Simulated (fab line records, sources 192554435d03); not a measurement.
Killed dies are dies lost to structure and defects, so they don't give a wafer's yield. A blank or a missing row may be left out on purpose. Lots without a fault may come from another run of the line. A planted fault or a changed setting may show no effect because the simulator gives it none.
fab line records | flow n5_finfet
record lots=6 wafers=16 last_day=20
route steps=1938 shown BEOL_M3@999 BEOL_M4@1111
lots that met no fault: from a run of the same line without faults
start_h: hours from the record's first day to the start of the lot's first wafer shown | wait_h: hours since the lot's step before | " the same as in the row above | L1.1+2: a row that stands for several wafers | - no value, or no start given | * or withheld: withheld | < > ~ a bound
route shown NAME@n: a module of which the file shows steps, and the number in the route of the first | usual: mean/standard deviation of fault-free wafers | same: alike in all rows | chamber/n: place in a boat | sites: the reading at each site | _std_site: their standard deviation | _edge_site: outer sites' mean less inner sites' | radius_mm: how far each site lies from the wafer's centre | mask NAME#n: copy n | behind: the tool/chamber that last shaped the wafer | hold: why the lot was held/for how many hours/how that ended | device: the transistor (n, p or np) that didn't switch | end of line: the same wafers' tests at the end of the route | a step without rows: its recipe alone | killed: dies lost to structure and defects at the first sort, not the wafer's yield | map: a wafer's dies, x killed, . not, _ none there
set.NAME: the setting as run; set.NAME@STEP: as run at that earlier step | model.NAME: the simulator's own value behind a step, which no gauge read
lots at some steps of the route; a table a step, a row a wafer
services: from which hour (start_h, from the record's first day; less than 0 if before it) a tool's chamber was out of use, for how many hours, and why
## steps
# step N5_BEOL_M3_ANNEAL_82
# recipe temp_c=400 time_s=240 ambient=vacuum
# usual heater_power_w=841/110
# columns lot.wafer tool chamber start_h wait_h heater_power_w
L405.1 pvd_sputter-03 - 195.90 0.0 864
L405.5 " - " " 794
L405.6 " - " " 861
L416.3 pvd_sputter-02 - 271.70 0.0 767
L416.5 " - " " 1070
L418.1 pvd_sputter-02 - 275.54 0.0 800
L418.6 " - " " 894
L420.2 pvd_sputter-01 - 279.84 0.0 804
L420.5 " - " " 799
L420.6 " - " " 785
L427.3 pvd_sputter-02 - 311.27 0.0 737
L427.5 " - " " 760
L427.6 " - " " 801
L428.1 pvd_sputter-01 - 342.15 0.0 800
L428.2 " - " " 800
L428.4 " - " " 866
# step N5_BEOL_M3_SPUTTER_86
# recipe material=Cu target_thk_a=45 temp_c=-20 chamber_pressure_pa=0.07 power_w=withheld time_s=8.29
# step N5_BEOL_M3_ANNEAL_87
# recipe temp_c=400 time_s=240 ambient=vacuum
# step N5_BEOL_M3_SPUTTER_88
# recipe material=Cu target_thk_a=45 temp_c=-20 chamber_pressure_pa=0.07 power_w=withheld time_s=8.29
# step N5_BEOL_M3_ANNEAL_89
# recipe temp_c=400 time_s=240 ambient=vacuum
# step N5_BEOL_M3_SPUTTER_90
# recipe material=Cu target_thk_a=45 temp_c=-20 chamber_pressure_pa=0.07 power_w=withheld time_s=8.29
# step N5_BEOL_M3_ANNEAL_91
# recipe temp_c=400 time_s=240 ambient=vacuum
# usual heater_power_w=839/110
# columns lot.wafer tool chamber start_h wait_h heater_power_w
L405.1 pvd_sputter-03 - 196.56 0.0 841
L405.5 " - " " 778
L405.6 " - " " 835
L416.3 pvd_sputter-02 - 272.36 0.0 751
L416.5 " - " " 1094
L418.1 pvd_sputter-02 - 276.20 0.0 785
L418.6 " - " " 860
L420.2 pvd_sputter-01 - 280.50 0.0 802
L420.5 " - " " 812
L420.6 " - " " 780
L427.3 pvd_sputter-02 - 311.93 0.0 740
L427.5 " - " " 760
L427.6 " - " " 805
L428.1 pvd_sputter-01 - 342.81 0.0 791
L428.2 " - " " 805
L428.4 " - " " 885
# step N5_BEOL_M3_SPUTTER_92
# recipe material=Cu target_thk_a=45 temp_c=-20 chamber_pressure_pa=0.07 power_w=withheld time_s=8.29
# usual substrate_temp_c=-20.01/0.12 throttle_valve_pct=29.6/0.88
# columns lot.wafer tool chamber start_h wait_h substrate_temp_c throttle_valve_pct
L405.1 pvd_sputter-03 - 196.70 0.1 -20.02 30.1
L405.5 " - " " -19.91 31.1
L405.6 " - " " -19.98 29.6
L416.3 pvd_sputter-02 - 272.50 0.1 -20.35 29.4
L416.5 " - " " -20.10 30.1
L418.1 pvd_sputter-02 - 276.34 0.1 -20.00 28.5
L418.6 " - " " -20.02 29.5
L420.2 pvd_sputter-01 - 280.64 0.1 -20.18 28.6
L420.5 " - " " -20.09 29.9
L420.6 " - " " -19.93 28.8
L427.3 pvd_sputter-02 - 312.07 0.1 -19.89 29.6
L427.5 " - " " -20.12 29.4
L427.6 " - " " -20.15 28.7
L428.1 pvd_sputter-01 - 342.95 0.1 -19.98 28.6
L428.2 " - " " -19.94 30.0
L428.4 " - " " -20.03 31.4
# step N5_BEOL_M3_ANNEAL_93
# recipe temp_c=400 time_s=240 ambient=vacuum
# usual heater_power_w=840/110
# columns lot.wafer tool chamber start_h wait_h heater_power_w
L405.1 pvd_sputter-03 - 196.78 0.0 841
L405.5 " - " " 791
L405.6 " - " " 836
L416.3 pvd_sputter-02 - 272.58 0.0 747
L416.5 " - " " 1060
L418.1 pvd_sputter-02 - 276.42 0.0 805
L418.6 " - " " 913
L420.2 pvd_sputter-01 - 280.72 0.0 813
L420.5 " - " " 821
L420.6 " - " " 783
L427.3 pvd_sputter-02 - 312.15 0.0 743
L427.5 " - " " 759
L427.6 " - " " 816
L428.1 pvd_sputter-01 - 343.03 0.0 807
L428.2 " - " " 794
L428.4 " - " " 866
# step N5_BEOL_M3_SPUTTER_94
# recipe material=Cu target_thk_a=45 temp_c=-20 chamber_pressure_pa=0.07 power_w=withheld time_s=8.29
# step N5_BEOL_M3_ANNEAL_95
# recipe temp_c=400 time_s=240 ambient=vacuum
# usual heater_power_w=839/110
# columns lot.wafer tool chamber start_h wait_h heater_power_w
L405.1 pvd_sputter-03 - 197.00 0.0 847
L405.5 " - " " 773
L405.6 " - " " 846
L416.3 pvd_sputter-02 - 272.80 0.0 749
L416.5 " - " " 1053
L418.1 pvd_sputter-02 - 276.64 0.0 800
L418.6 " - " " 888
L420.2 pvd_sputter-01 - 280.94 0.0 784
L420.5 " - " " 791
L420.6 " - " " 806
L427.3 pvd_sputter-02 - 312.37 0.0 735
L427.5 " - " " 731
L427.6 " - " " 790
L428.1 pvd_sputter-01 - 343.25 0.0 805
L428.2 " - " " 804
L428.4 " - " " 897
# step N5_BEOL_M3_SPUTTER_96
# recipe material=Cu target_thk_a=45 temp_c=-20 chamber_pressure_pa=0.07 power_w=withheld time_s=8.29
# step N5_BEOL_M3_ECD_50
# recipe material=Cu target_thk_a=3000
# columns lot.wafer tool chamber start_h wait_h model.Cu_of_BEOL_M3_ECD_50.thk_nm
L405.1 ecd_cu-02 0 197.25 0.1 300
L405.5 " 1 " " 299.2
L405.6 " 0 " " 298.6
L416.3 ecd_cu-02 1 273.07 0.1 297.8
L416.5 " 1 " " 399.2
L418.1 ecd_cu-02 0 276.89 0.1 301.6
L418.6 " 1 " " 399.8
L420.2 ecd_cu-01 0 281.20 0.1 301
L420.5 " 1 " " 300.2
L420.6 " 0 " " 302.8
L427.3 ecd_cu-01 0 312.64 0.1 298.4
L427.5 " 0 " " 300.4
L427.6 " 1 " " 301.8
L428.1 ecd_cu-02 1 343.50 0.1 296.4
L428.2 " 0 " " 295.6
L428.4 " 0 " " 294.8
# step N5_BEOL_M3_ANNEAL_51
# recipe temp_c=225 time_s=90 ambient=N2
# step N5_BEOL_M3_CMP_52
# recipe stop_on=SiOC t_overpolish_s=6.8 down_force_psi=1 platen_rpm=50 clearing_platen_down_force_psi=1.5 clearing_platen_rpm=50 post_cmp_clean=cu_alkaline target_thk_nm=40 clearing_platen_pad_velocity_m_s=0.99484 pad_velocity_m_s=0.99484
# usual clearing_platen_down_force_psi=1.499/0.0032 edge_zone_pressure_frac=1.000/0.0047 motor_current_A=6.3/0.76 pad_life_wafers=1214/520 platen_rpm=50.00/0.031 slurry_flow_ml_min=150.0/0.49 time_to_endpoint_s=62/3.4
# columns lot.wafer tool chamber start_h wait_h clearing_platen_down_force_psi edge_zone_pressure_frac motor_current_A pad_life_wafers platen_rpm slurry_flow_ml_min time_to_endpoint_s
L405.1 cmp-03 0 197.63 0.3 1.500 0.992 5.8 936 50.03 150.6 61
L405.6 " 0 " " 1.500 1.004 5.9 - 50.02 149.5 63
L405.5 " 1 " " 1.496 1.002 5.3 - 50.05 150.7 62
L416.3 cmp-02 1 273.60 0.2 1.499 1.001 6.3 1028 50.01 149.9 68
L416.5 " 0 " " 1.498 0.997 7.2 - 49.96 150.8 89
L418.1 cmp-01 0 277.46 0.3 1.496 1.001 7.2 1766 50.05 149.9 57
L418.6 " 2 " " 1.501 0.999 7.5 - 50.04 150.8 83
L420.2 cmp-01 2 281.59 0.2 1.500 1.005 7.5 1800 49.96 149.4 63
L420.5 " 2 " " 1.501 0.998 7.5 - 50.03 150.1 63
L420.6 " 3 " " 1.496 1.007 5.5 - 49.96 150.9 60
L427.3 cmp-01 2 313.07 0.2 1.496 0.998 7.2 2066 50.00 150.1 61
L427.6 " 0 " " 1.495 0.999 7.0 - 50.01 149.8 56
L427.5 " 1 " " 1.504 0.991 5.1 - 50.00 150.2 55
L428.4 cmp-02 3 343.88 0.1 1.497 1.001 6.7 1566 50.04 149.7 65
L428.2 " 0 " " 1.493 0.998 7.0 1567 50.03 150.5 64
L428.1 " 1 " " 1.501 1.004 6.3 1568 50.02 150.9 63
# step N5_BEOL_M3_THK_MEAS_53
# recipe thk_meas_gauge=xrf reads=Cu_of_BEOL_M3_ECD_50
# usual M3_THK=39.7/1.7
# columns lot.wafer tool chamber start_h wait_h M3_THK[nm]
L405.1 film_metro-01 - 197.92 - 40.0
L405.5 " - " " 43.1
L405.6 " - " " 41.2
L416.3 film_metro-02 - 273.82 - 41.7
L416.5 " - " " 44.7
L418.1 film_metro-01 - 277.68 - 38.3
L418.6 " - " " 41.7
L420.2 film_metro-02 - 281.88 - 37.7
L420.5 " - " " 39.0
L420.6 " - " " 40.2
L427.3 film_metro-02 - 313.29 - 38.2
L427.5 " - " " 38.8
L427.6 " - " " 38.2
L428.1 film_metro-01 - 344.17 - 36.5
L428.2 " - " " 38.5
L428.4 " - " " 38.9
# step N5_BEOL_M4_RC_MEAS_101
# usual DIBL_N=36.3/1.6 DIBL_P=36.4/2.1 IOFF_N=0.16/0.032 IOFF_P=0.22/0.044 ION_N=675/12 ION_P=463/8.3 SS_N=71.6/0.64 SS_P=73.3/0.67 VT_N=250/3.3 VT_P=-250/3.7
# columns lot.wafer tool chamber start_h wait_h DIBL_N[mV/V] DIBL_P[mV/V] IOFF_N[nA/um] IOFF_P[nA/um] ION_N[uA/um] ION_P[uA/um] SS_N[mV/dec] SS_P[mV/dec] VT_N[mV] VT_P[mV]
L405.1 prober-01 0 221.23 0.0 38.5 39.6 0.22 0.27 675 463 72.4 73.7 247 -250
L405.5 " 0 " " 35.5 35.8 0.16 0.21 669 457 71.7 72.8 247 -248
L405.6 " 0 " " 35.7 35.4 0.14 0.19 666 463 71.6 73.0 251 -249
L416.3 prober-02 0 287.31 0.3 38.6 38.7 0.22 0.29 694 472 72.7 74.4 243 -245
L416.5 " 0 " " 35.6 34.6 0.15 0.22 671 462 71.6 73.3 251 -247
L418.1 prober-01 0 291.12 0.0 37.7 38.8 0.21 0.25 681 462 72.8 74.3 245 -247
L418.6 " 0 " " 36.5 38.8 0.19 0.25 693 476 72.3 73.4 247 -248
L420.2 prober-02 0 306.26 0.9 34.9 36.5 0.16 0.22 686 473 71.5 73.9 248 -252
L420.5 " 0 " " 33.3 33.8 0.12 0.18 653 452 71.9 72.8 255 -253
L420.6 " 0 " " 33.3 33.3 0.12 0.18 662 456 70.7 73.7 254 -251
L427.3 prober-02 0 354.79 0.3 38.2 40.3 0.19 0.23 686 464 72.5 74.5 246 -249
L427.5 " 0 " " 33.0 33.1 0.10 0.13 661 447 71.4 71.3 259 -259
L427.6 " 0 " " 36.2 37.2 0.14 0.18 674 456 71.7 73.7 252 -254
L428.1 prober-01 0 381.10 0.0 36.1 35.0 0.16 0.21 677 464 72.1 72.6 251 -249
L428.2 " 0 " " 37.0 36.6 0.17 0.23 676 468 72.2 73.1 249 -247
L428.4 " 0 " " 36.2 36.2 0.16 0.23 686 473 71.7 72.7 248 -250
## services
# columns tool chamber start_h hours kind
cmp-03 - 177.04 1.1 repair
cmp-03 - 183.75 0.2 repair
cmp-01 - 237.84 3.0 repair
cmp-01 - 249.49 1.0 repair
cmp-03 - 270.53 4.2 repair
cmp-02 - 301.97 3.8 pm
cmp-03 - 306.56 5.8 pm
cmp-01 - 316.18 0.9 repair
cmp-01 - 322.86 4.0 pm
cmp-01 - 326.86 - consumable_replace:conditioner
cmp-01 - 326.86 - consumable_replace:pad
cmp-03 - 338.77 7.0 repair
cmp-01 - 343.60 5.5 pm
## key
first_sign step=N5_BEOL_M3_CMP_52 reading=time_to_endpoint_s direction=up sigmas=7 usual=* struck=*
effect none on later readings
model_effect step=N5_BEOL_M3_ECD_50 value=Cu_of_BEOL_M3_ECD_50.thk_nm without=297.3 struck=399.5
met_at N5_BEOL_M3_ECD_50
struck_wafers L416.5,L418.6
onset_between 197.25 273.07
fault kind=process_parameter_drift tool=ecd_cu-02 chamber=- onset_h=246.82 steps=N5_BEOL_M3_ECD_50 channel=target_thk_a offset=* shape=step end_h=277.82 scope=struck_wafers_only acts_in=* stated=*
